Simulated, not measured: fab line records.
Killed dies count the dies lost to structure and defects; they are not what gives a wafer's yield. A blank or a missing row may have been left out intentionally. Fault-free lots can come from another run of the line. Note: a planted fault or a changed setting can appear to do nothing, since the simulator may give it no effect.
fab line records || flow nand-harc
record: {"lots": 6, "wafers": 18, "last-day": 31}
route steps=1302 shown A_STAIRCASE@716
lots that met no fault: from a run of the same line without faults
start-h: start of the lot's first displayed wafer, in hours after the record's first day || wait-h: hours since the lot's step before || " unchanged from the row above || L1.1+2: a row that stands for several wafers || - value missing, or start not given || * or withheld: withheld || < > ~ a bound
route shown NAME@n: NAME is a module with steps in the file, n the number in the route of the first one || usual: the fault-free wafers' mean and standard deviation || same: alike in all rows || chamber/n: place in a boat || sites: readings site by site || _std_site: standard deviation across them || _edge_site: outer sites' mean less inner sites' || radius-mm: how far each site lies from the wafer's centre || mask NAME#n: copy n || behind: the most recent tool/chamber to have shaped the wafer || hold: cause of the lot's hold/its duration in hours/its outcome || device: names the non-switching transistor (n, p or np) || end of line: the same wafers' tests at the end of the route || where a step has no rows: the recipe by itself || killed: the dies lost at the first sort to structure and to defects; this is not the yield of the wafer || map: per-die view of a wafer (x killed, . not killed, _ where there is no die)
set.NAME: setting as actually run; set.NAME@STEP: the setting as run at that earlier step || model.NAME: the simulator's own value behind a step, which no gauge read
a table for each step, a row for each wafer; lots at some steps of the route
services: the hour from which a tool's chamber was out of use, counted from the record's first day as start-h (under 0 if before that day), plus the number of hours and why
== steps ==
step: NHARC_A_STAIRCASE_TRIM_202
recipe: {"time-s": 211.2, "o2-flow-sccm": 500, "ar-flow-sccm": 0, "bias-w": 0, "chemistry": "O2"}
usual: {"drypump-motor-current-A": "5.7/0.58", "oes-product-au": "1.000/0.0075", "rf-vpp-V": "57.8/0.85", "showerhead-plenum-p-Torr": "3.53/0.15", "throttle-valve-pct": "17.036/0.0095"}
same: {"time-s": 211.2}
{"lot.wafer": "L710.2", "tool": "rie-diel-09", "chamber": 1, "start-h": "-", "wait-h": "-", "drypump-motor-current-A": 5.5, "oes-product-au": 1.011, "rf-hours-counter-h": 10, "rf-vpp-V": 56.9, "showerhead-plenum-p-Torr": 3.29, "throttle-valve-pct": 17.039}
{"lot.wafer": "L710.4", "tool": "rie-diel-09", "chamber": 0, "start-h": "-", "wait-h": "-", "drypump-motor-current-A": 5.2, "oes-product-au": 0.991, "rf-hours-counter-h": 10, "rf-vpp-V": 56.7, "showerhead-plenum-p-Torr": 3.52, "throttle-valve-pct": 17.030}
{"lot.wafer": "L710.5", "tool": "rie-diel-09", "chamber": 2, "start-h": "-", "wait-h": "-", "drypump-motor-current-A": 5.8, "oes-product-au": 0.994, "rf-hours-counter-h": "-", "rf-vpp-V": 58.2, "showerhead-plenum-p-Torr": 3.59, "throttle-valve-pct": 17.037}
{"lot.wafer": "L714.1", "tool": "rie-diel-13", "chamber": 2, "start-h": "-", "wait-h": "-", "drypump-motor-current-A": 5.7, "oes-product-au": 0.994, "rf-hours-counter-h": 8, "rf-vpp-V": 59.0, "showerhead-plenum-p-Torr": 3.38, "throttle-valve-pct": 17.029}
{"lot.wafer": "L714.4", "tool": "rie-diel-13", "chamber": 3, "start-h": "-", "wait-h": "-", "drypump-motor-current-A": 5.0, "oes-product-au": 0.993, "rf-hours-counter-h": 12, "rf-vpp-V": 58.6, "showerhead-plenum-p-Torr": 3.66, "throttle-valve-pct": 17.035}
{"lot.wafer": "L714.6", "tool": "rie-diel-13", "chamber": 2, "start-h": "-", "wait-h": "-", "drypump-motor-current-A": 5.8, "oes-product-au": 1.001, "rf-hours-counter-h": "-", "rf-vpp-V": 58.2, "showerhead-plenum-p-Torr": 3.38, "throttle-valve-pct": 17.036}
{"lot.wafer": "L718.2", "tool": "rie-diel-12", "chamber": 2, "start-h": "-", "wait-h": "-", "drypump-motor-current-A": 6.4, "oes-product-au": 1.007, "rf-hours-counter-h": 53, "rf-vpp-V": 56.3, "showerhead-plenum-p-Torr": 3.37, "throttle-valve-pct": 17.044}
{"lot.wafer": "L718.3", "tool": "rie-diel-12", "chamber": 0, "start-h": "-", "wait-h": "-", "drypump-motor-current-A": 5.0, "oes-product-au": 0.996, "rf-hours-counter-h": 54, "rf-vpp-V": 57.3, "showerhead-plenum-p-Torr": 3.27, "throttle-valve-pct": 17.031}
{"lot.wafer": "L718.5", "tool": "rie-diel-12", "chamber": 2, "start-h": "-", "wait-h": "-", "drypump-motor-current-A": 6.4, "oes-product-au": 0.995, "rf-hours-counter-h": "-", "rf-vpp-V": 58.2, "showerhead-plenum-p-Torr": 3.37, "throttle-valve-pct": 17.040}
{"lot.wafer": "L721.3", "tool": "rie-diel-13", "chamber": 3, "start-h": "-", "wait-h": "-", "drypump-motor-current-A": 5.0, "oes-product-au": 0.998, "rf-hours-counter-h": 40, "rf-vpp-V": 57.7, "showerhead-plenum-p-Torr": 3.65, "throttle-valve-pct": 17.038}
{"lot.wafer": "L721.4", "tool": "rie-diel-13", "chamber": 0, "start-h": "-", "wait-h": "-", "drypump-motor-current-A": 6.5, "oes-product-au": 1.022, "rf-hours-counter-h": 42, "rf-vpp-V": 57.1, "showerhead-plenum-p-Torr": 3.35, "throttle-valve-pct": 17.030}
{"lot.wafer": "L721.1", "tool": "rie-diel-13", "chamber": 1, "start-h": "-", "wait-h": "-", "drypump-motor-current-A": 5.2, "oes-product-au": 0.996, "rf-hours-counter-h": 41, "rf-vpp-V": 58.6, "showerhead-plenum-p-Torr": 3.48, "throttle-valve-pct": 17.027}
{"lot.wafer": "L727.2", "tool": "rie-diel-09", "chamber": 1, "start-h": "-", "wait-h": "-", "drypump-motor-current-A": 5.5, "oes-product-au": 1.004, "rf-hours-counter-h": 10, "rf-vpp-V": 58.4, "showerhead-plenum-p-Torr": 3.80, "throttle-valve-pct": 17.055}
{"lot.wafer": "L727.6", "tool": "rie-diel-09", "chamber": 1, "start-h": "-", "wait-h": "-", "drypump-motor-current-A": 5.5, "oes-product-au": 0.990, "rf-hours-counter-h": "-", "rf-vpp-V": 58.1, "showerhead-plenum-p-Torr": 3.80, "throttle-valve-pct": 17.045}
{"lot.wafer": "L727.5", "tool": "rie-diel-09", "chamber": 2, "start-h": "-", "wait-h": "-", "drypump-motor-current-A": 5.8, "oes-product-au": 0.991, "rf-hours-counter-h": "-", "rf-vpp-V": 57.8, "showerhead-plenum-p-Torr": 3.56, "throttle-valve-pct": 17.023}
{"lot.wafer": "L728.1", "tool": "rie-diel-13", "chamber": 1, "start-h": "-", "wait-h": "-", "drypump-motor-current-A": 5.2, "oes-product-au": 1.001, "rf-hours-counter-h": 9, "rf-vpp-V": 58.2, "showerhead-plenum-p-Torr": 3.47, "throttle-valve-pct": 17.047}
{"lot.wafer": "L728.3", "tool": "rie-diel-13", "chamber": 2, "start-h": "-", "wait-h": "-", "drypump-motor-current-A": 5.8, "oes-product-au": 1.007, "rf-hours-counter-h": 8, "rf-vpp-V": 58.0, "showerhead-plenum-p-Torr": 3.35, "throttle-valve-pct": 17.037}
{"lot.wafer": "L728.5", "tool": "rie-diel-13", "chamber": 3, "start-h": "-", "wait-h": "-", "drypump-motor-current-A": 5.0, "oes-product-au": 1.001, "rf-hours-counter-h": "-", "rf-vpp-V": 57.5, "showerhead-plenum-p-Torr": 3.63, "throttle-valve-pct": 17.029}
step: NHARC_A_STAIRCASE_ETCH_203
recipe: {"target-depth-a": 1000, "time-s": 40.5, "ion-energy-ev": 400, "c4f8-flow-sccm": 20, "o2-flow-sccm": 10, "ar-flow-sccm": "withheld", "rf-w": 600, "bias-w": 1000, "chemistry": "C4F8/O2"}
usual: {"oes-product-au": "0.944/0.0097", "rf-vpp-V": "896/5.5"}
same: {"time-s": 40.5}
{"lot.wafer": "L710.2", "tool": "rie-diel-09", "chamber": 2, "start-h": "-", "wait-h": "-", "oes-product-au": 0.934, "rf-hours-counter-h": 11, "rf-vpp-V": 898}
{"lot.wafer": "L710.4", "tool": "rie-diel-09", "chamber": 0, "start-h": "-", "wait-h": "-", "oes-product-au": 0.933, "rf-hours-counter-h": 14, "rf-vpp-V": 896}
{"lot.wafer": "L710.5", "tool": "rie-diel-09", "chamber": 2, "start-h": "-", "wait-h": "-", "oes-product-au": 0.938, "rf-hours-counter-h": "-", "rf-vpp-V": 899}
{"lot.wafer": "L714.1", "tool": "rie-diel-13", "chamber": 0, "start-h": "-", "wait-h": "-", "oes-product-au": 0.950, "rf-hours-counter-h": 11, "rf-vpp-V": 889}
{"lot.wafer": "L714.4", "tool": "rie-diel-13", "chamber": 2, "start-h": "-", "wait-h": "-", "oes-product-au": 0.953, "rf-hours-counter-h": 8, "rf-vpp-V": 890}
{"lot.wafer": "L714.6", "tool": "rie-diel-13", "chamber": 1, "start-h": "-", "wait-h": "-", "oes-product-au": 0.955, "rf-hours-counter-h": "-", "rf-vpp-V": 895}
{"lot.wafer": "L718.3", "tool": "rie-diel-12", "chamber": 2, "start-h": "-", "wait-h": "-", "oes-product-au": 0.950, "rf-hours-counter-h": 53, "rf-vpp-V": 889}
{"lot.wafer": "L718.2", "tool": "rie-diel-12", "chamber": 3, "start-h": "-", "wait-h": "-", "oes-product-au": 0.942, "rf-hours-counter-h": 52, "rf-vpp-V": 904}
{"lot.wafer": "L718.5", "tool": "rie-diel-12", "chamber": 1, "start-h": "-", "wait-h": "-", "oes-product-au": 0.944, "rf-hours-counter-h": "-", "rf-vpp-V": 895}
{"lot.wafer": "L721.1", "tool": "rie-diel-13", "chamber": 2, "start-h": "-", "wait-h": "-", "oes-product-au": 0.955, "rf-hours-counter-h": 37, "rf-vpp-V": 890}
{"lot.wafer": "L721.4", "tool": "rie-diel-13", "chamber": 3, "start-h": "-", "wait-h": "-", "oes-product-au": 0.941, "rf-hours-counter-h": 41, "rf-vpp-V": 901}
{"lot.wafer": "L721.3", "tool": "rie-diel-13", "chamber": 0, "start-h": "-", "wait-h": "-", "oes-product-au": 0.947, "rf-hours-counter-h": 42, "rf-vpp-V": 891}
{"lot.wafer": "L727.2", "tool": "rie-diel-09", "chamber": 3, "start-h": "-", "wait-h": "-", "oes-product-au": 0.952, "rf-hours-counter-h": 8, "rf-vpp-V": 900}
{"lot.wafer": "L727.6", "tool": "rie-diel-09", "chamber": 0, "start-h": "-", "wait-h": "-", "oes-product-au": 0.935, "rf-hours-counter-h": "-", "rf-vpp-V": 895}
{"lot.wafer": "L727.5", "tool": "rie-diel-09", "chamber": 1, "start-h": "-", "wait-h": "-", "oes-product-au": 0.945, "rf-hours-counter-h": "-", "rf-vpp-V": 906}
{"lot.wafer": "L728.3", "tool": "rie-diel-13", "chamber": 1, "start-h": "-", "wait-h": "-", "oes-product-au": 0.933, "rf-hours-counter-h": 9, "rf-vpp-V": 894}
{"lot.wafer": "L728.1", "tool": "rie-diel-13", "chamber": 2, "start-h": "-", "wait-h": "-", "oes-product-au": 0.939, "rf-hours-counter-h": 8, "rf-vpp-V": 889}
{"lot.wafer": "L728.5", "tool": "rie-diel-13", "chamber": 1, "start-h": "-", "wait-h": "-", "oes-product-au": 0.939, "rf-hours-counter-h": "-", "rf-vpp-V": 894}
step: NHARC_A_STAIRCASE_STRIP_205
recipe: {"power-w": 1500, "temp-c": 250, "chemistry": "O2"}
usual: {"drypump-motor-current-A": "5.5/0.58", "heater-power-w": "337/17"}
{"lot.wafer": "L710.2", "tool": "plasma-asher-01", "chamber": 0, "start-h": 351.40, "wait-h": 0.3, "drypump-motor-current-A": 4.9, "heater-power-w": 339, "rf-hours-counter-h": 0}
{"lot.wafer": "L710.4", "tool": "plasma-asher-01", "chamber": 0, "start-h": 351.40, "wait-h": 0.3, "drypump-motor-current-A": 4.9, "heater-power-w": 340, "rf-hours-counter-h": "-"}
{"lot.wafer": "L710.5", "tool": "plasma-asher-01", "chamber": 1, "start-h": 351.40, "wait-h": 0.3, "drypump-motor-current-A": 6.5, "heater-power-w": 322, "rf-hours-counter-h": "-"}
{"lot.wafer": "L714.1", "tool": "plasma-asher-02", "chamber": 1, "start-h": 382.72, "wait-h": 0.1, "drypump-motor-current-A": 5.2, "heater-power-w": 306, "rf-hours-counter-h": 24}
{"lot.wafer": "L714.4", "tool": "plasma-asher-02", "chamber": 1, "start-h": 382.72, "wait-h": 0.1, "drypump-motor-current-A": 5.2, "heater-power-w": 310, "rf-hours-counter-h": "-"}
{"lot.wafer": "L714.6", "tool": "plasma-asher-02", "chamber": 0, "start-h": 382.72, "wait-h": 0.1, "drypump-motor-current-A": 5.5, "heater-power-w": 358, "rf-hours-counter-h": "-"}
{"lot.wafer": "L718.2", "tool": "plasma-asher-02", "chamber": 0, "start-h": 436.32, "wait-h": 0.1, "drypump-motor-current-A": 5.5, "heater-power-w": 347, "rf-hours-counter-h": 0}
{"lot.wafer": "L718.3", "tool": "plasma-asher-02", "chamber": 0, "start-h": 436.32, "wait-h": 0.1, "drypump-motor-current-A": 5.5, "heater-power-w": 363, "rf-hours-counter-h": "-"}
{"lot.wafer": "L718.5", "tool": "plasma-asher-02", "chamber": 0, "start-h": 436.32, "wait-h": 0.1, "drypump-motor-current-A": 5.5, "heater-power-w": 358, "rf-hours-counter-h": "-"}
{"lot.wafer": "L721.1", "tool": "plasma-asher-02", "chamber": 0, "start-h": 463.95, "wait-h": 0.1, "drypump-motor-current-A": 5.5, "heater-power-w": 355, "rf-hours-counter-h": 7}
{"lot.wafer": "L721.4", "tool": "plasma-asher-02", "chamber": 0, "start-h": 463.95, "wait-h": 0.1, "drypump-motor-current-A": 5.5, "heater-power-w": 352, "rf-hours-counter-h": "-"}
{"lot.wafer": "L721.3", "tool": "plasma-asher-02", "chamber": 1, "start-h": 463.95, "wait-h": 0.1, "drypump-motor-current-A": 5.2, "heater-power-w": 325, "rf-hours-counter-h": "-"}
{"lot.wafer": "L727.2", "tool": "plasma-asher-01", "chamber": 1, "start-h": 535.06, "wait-h": 0.1, "drypump-motor-current-A": 6.5, "heater-power-w": 312, "rf-hours-counter-h": 2}
{"lot.wafer": "L727.6", "tool": "plasma-asher-01", "chamber": 1, "start-h": 535.06, "wait-h": 0.1, "drypump-motor-current-A": 6.5, "heater-power-w": 323, "rf-hours-counter-h": "-"}
{"lot.wafer": "L727.5", "tool": "plasma-asher-01", "chamber": 0, "start-h": 535.06, "wait-h": 0.1, "drypump-motor-current-A": 4.9, "heater-power-w": 347, "rf-hours-counter-h": "-"}
{"lot.wafer": "L728.1", "tool": "plasma-asher-01", "chamber": 1, "start-h": 546.41, "wait-h": 0.1, "drypump-motor-current-A": 6.5, "heater-power-w": 330, "rf-hours-counter-h": 3}
{"lot.wafer": "L728.3", "tool": "plasma-asher-01", "chamber": 1, "start-h": 546.41, "wait-h": 0.1, "drypump-motor-current-A": 6.5, "heater-power-w": 328, "rf-hours-counter-h": "-"}
{"lot.wafer": "L728.5", "tool": "plasma-asher-01", "chamber": 1, "start-h": 546.41, "wait-h": 0.1, "drypump-motor-current-A": 6.5, "heater-power-w": 319, "rf-hours-counter-h": "-"}
step: NHARC_A_STAIRCASE_STRIP_206
recipe: {"time-s": 900, "temp-c": 130, "chemistry": "SPM"}
step: NHARC_A_STAIRCASE_PRECLEAN_207
recipe: {"time-s": "*", "temp-c": 50, "bath-age-min": 0, "chemistry": "SC1"}
step: NHARC_A_STAIRCASE_SRD_208
step: NHARC_A_STAIRCASE_DEHYDRATE_209
recipe: {"temp-c": 150, "time-s": 120}
step: NHARC_A_STAIRCASE_HMDS_210
recipe: {"time-s": 30}
step: NHARC_A_STAIRCASE_COAT_211
recipe: {"spin-rpm": 1200}
step: NHARC_A_STAIRCASE_SOFTBAKE_212
recipe: {"temp-c": 135, "time-s": 170}
step: NHARC_A_STAIRCASE_EBR_213
step: NHARC_A_STAIRCASE_EXPOSE_214
recipe: {"na": 0.5, "dose-mj": 31.26, "mask-id": "STAIR_3"}
same: {"na": 0.5}
{"lot.wafer": "L710.2+4+5", "tool": "krf-scanner-02", "chamber": 0, "start-h": 352.54, "wait-h": "-", "mask": "STAIR_3#0", "model.A_STAIRCASE.overlay-x-nm": 2.585}
{"lot.wafer": "L714.1+4+6", "tool": "krf-scanner-04", "chamber": 0, "start-h": 383.86, "wait-h": "-", "mask": "STAIR_3#0", "model.A_STAIRCASE.overlay-x-nm": -8.823}
{"lot.wafer": "L718.2+3+5", "tool": "krf-scanner-02", "chamber": 0, "start-h": 437.42, "wait-h": "-", "mask": "STAIR_3#0", "model.A_STAIRCASE.overlay-x-nm": 75.66}
{"lot.wafer": "L721.1+3+4", "tool": "krf-scanner-02", "chamber": 0, "start-h": 465.17, "wait-h": "-", "mask": "STAIR_3#0", "model.A_STAIRCASE.overlay-x-nm": 69.15}
{"lot.wafer": "L727.2+5+6", "tool": "krf-scanner-04", "chamber": 0, "start-h": 536.20, "wait-h": "-", "mask": "STAIR_3#0", "model.A_STAIRCASE.overlay-x-nm": -6.801}
{"lot.wafer": "L728.1+3+5", "tool": "krf-scanner-04", "chamber": 0, "start-h": 547.41, "wait-h": "-", "mask": "STAIR_3#0", "model.A_STAIRCASE.overlay-x-nm": -4.375}
step: NHARC_A_STAIRCASE_PEB_215
recipe: {"peb-temp-c": 115, "peb-time-s": 130}
== services ==
{"tool": "rie-diel-13", "chamber": "-", "start-h": 334.71, "hours": 0.5, "kind": "repair"}
{"tool": "rie-diel-12", "chamber": 1, "start-h": 339.56, "hours": 4.2, "kind": "repair"}
{"tool": "rie-diel-13", "chamber": "-", "start-h": 342.05, "hours": 9.0, "kind": "pm"}
{"tool": "rie-diel-13", "chamber": 0, "start-h": 342.05, "hours": 9.0, "kind": "vent-cycle"}
{"tool": "rie-diel-13", "chamber": 1, "start-h": 342.05, "hours": 9.0, "kind": "vent-cycle"}
{"tool": "rie-diel-13", "chamber": 2, "start-h": 342.05, "hours": 9.0, "kind": "vent-cycle"}
{"tool": "rie-diel-13", "chamber": 3, "start-h": 342.05, "hours": 9.0, "kind": "vent-cycle"}
{"tool": "plasma-asher-01", "chamber": "-", "start-h": 342.40, "hours": 9.0, "kind": "pm"}
{"tool": "krf-scanner-04", "chamber": "-", "start-h": 354.03, "hours": 4.0, "kind": "pm"}
{"tool": "rie-diel-13", "chamber": 2, "start-h": 361.68, "hours": 7.6, "kind": "repair"}
{"tool": "krf-scanner-02", "chamber": "-", "start-h": 376.89, "hours": 0.5, "kind": "repair"}
{"tool": "rie-diel-09", "chamber": 0, "start-h": 415.18, "hours": 2.8, "kind": "repair"}
{"tool": "krf-scanner-02", "chamber": "-", "start-h": 421.60, "hours": 2.8, "kind": "repair"}
{"tool": "plasma-asher-02", "chamber": "-", "start-h": 426.29, "hours": 9.0, "kind": "pm"}
{"tool": "krf-scanner-04", "chamber": "-", "start-h": 432.91, "hours": 3.3, "kind": "repair"}
{"tool": "krf-scanner-02", "chamber": "-", "start-h": 438.00, "hours": 4.0, "kind": "pm"}
{"tool": "rie-diel-12", "chamber": "-", "start-h": 446.40, "hours": 9.0, "kind": "pm"}
{"tool": "plasma-asher-02", "chamber": "-", "start-h": 454.34, "hours": 0.9, "kind": "repair"}
{"tool": "rie-diel-12", "chamber": 0, "start-h": 465.41, "hours": 9.0, "kind": "repair"}
{"tool": "rie-diel-09", "chamber": "-", "start-h": 497.46, "hours": 9.0, "kind": "pm"}
{"tool": "rie-diel-13", "chamber": "-", "start-h": 519.05, "hours": 9.0, "kind": "pm"}
{"tool": "plasma-asher-01", "chamber": "-", "start-h": 519.40, "hours": 9.0, "kind": "pm"}
{"tool": "krf-scanner-04", "chamber": "-", "start-h": 526.03, "hours": 4.0, "kind": "pm"}
{"tool": "rie-diel-13", "chamber": "-", "start-h": 541.96, "hours": 0.2, "kind": "repair"}
== key ==
first-sign none at tools or gauges
model-effect: {"step": "NHARC_A_STAIRCASE_EXPOSE_214", "value": "A_STAIRCASE.overlay-x-nm", "without": -0.8996, "struck": 72.4}
met-at NHARC_A_STAIRCASE_EXPOSE_214
struck-wafers L718.2,L718.3,L718.5,L721.1,L721.3,L721.4
tester-left-out L718,L721
onset-between 352.54 437.42
also-fits NHARC_A_STAIRCASE_STRIP_205:plasma-asher-02
fault: {"kind": "scanner-matching-overlay", "tool": "krf-scanner-02", "chamber": "-", "onset-h": 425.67, "steps": "NHARC_A_STAIRCASE_EXPOSE_214", "offset": 73.304}
tester-left-out: of these lots the tester's yield and bins aren't shown, on N5 and GAA mostly nor the transistor test; their killed dies are dies lost to structure and defects alone, not to doping, threshold or leakage, so they don't give the yield
